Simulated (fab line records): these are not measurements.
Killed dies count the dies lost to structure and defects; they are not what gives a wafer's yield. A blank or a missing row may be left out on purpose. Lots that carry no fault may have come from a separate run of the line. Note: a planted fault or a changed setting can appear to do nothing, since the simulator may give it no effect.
Chamber matching -- flow n5-finfet -- N5_HKMG_FIN_PWFM_ALD_03 on ald-metal-01 has 4 sister chambers
The step deposits TiN, target thk 2 nm, pulse time 1 s, purge time 3 s. 16 wafers are shown with their chamber, then 8 later ones without.

WAFERS WITH THEIR CHAMBER
wafer,chamber,heater-power-w (W),precursor-pulse-height-rel,chamber-pressure-Torr (Torr)
L074.2,0,962,0.966,3.009
L074.4,2,910,0.974,3.007
L074.6,1,920,0.989,3.005
L077.1,3,840,1.003,2.996
L077.2,0,963,0.997,3.000
L077.5,0,972,0.963,2.995
L078.1,1,960,1.011,3.006
L078.4,3,868,1.003,3.002
L078.6,3,847,0.975,2.998
L084.1,1,957,1.019,2.996
L084.3,0,948,1.023,3.007
L084.4,2,894,1.002,3.004
L090.2,2,910,0.974,2.994
L090.4,0,947,1.036,3.006
L090.6,0,972,0.999,3.016
L094.1,1,954,1.011,3.006

SIGNATURES, as means of the wafers listed above
reading,chamber 0,chamber 1,chamber 2,chamber 3,scatter within a chamber
heater-power-w,960.67,947.75,904.67,851.67,13.7
precursor-pulse-height-rel,0.99733,1.00750,0.98333,0.99367,0.0221
chamber-pressure-Torr,3.00550,3.00325,3.00167,2.99867,0.00611
Rule: for each reading, subtract the chamber's mean from the wafer's reading, divide by that reading's scatter and square the result; add these up over the readings and take the root, which gives the wafer's distance from the chamber. The wafer belongs to the nearest chamber; if the next one is less than 2 further off, it can't be placed. How the scatter is found: for the shown wafers, subtract from each reading the mean of its chamber, square and add these, divide the total by (wafers less chambers), then take the root.

WAFERS WITHOUT THEIR CHAMBER
wafer,heater-power-w (W),precursor-pulse-height-rel,chamber-pressure-Torr (Torr)
L094.4,856,0.989,3.000
L094.6,862,1.012,3.001
L095.2,964,1.000,3.001
L095.5,953,1.015,2.993
L095.6,981,1.027,3.001
L096.2,939,0.988,2.997
L096.4,842,0.982,3.001
L096.5,969,0.989,2.993

WHICH CHAMBER EACH ONE RAN IN
wafer,from the rows above,in truth
L094.4,3,3
L094.6,3,3
L095.2,can't be placed: 0 or 1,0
L095.5,can't be placed: 1 or 0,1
L095.6,can't be placed: 0 or 1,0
L096.2,can't be placed: 1 or 0 or 2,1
L096.4,3,3
L096.5,can't be placed: 0 or 1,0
Correct placement for 3 of the 8. Unplaceable from these rows: 5, with the true chamber sitting among the candidates in 5. Placed wrongly: 0.
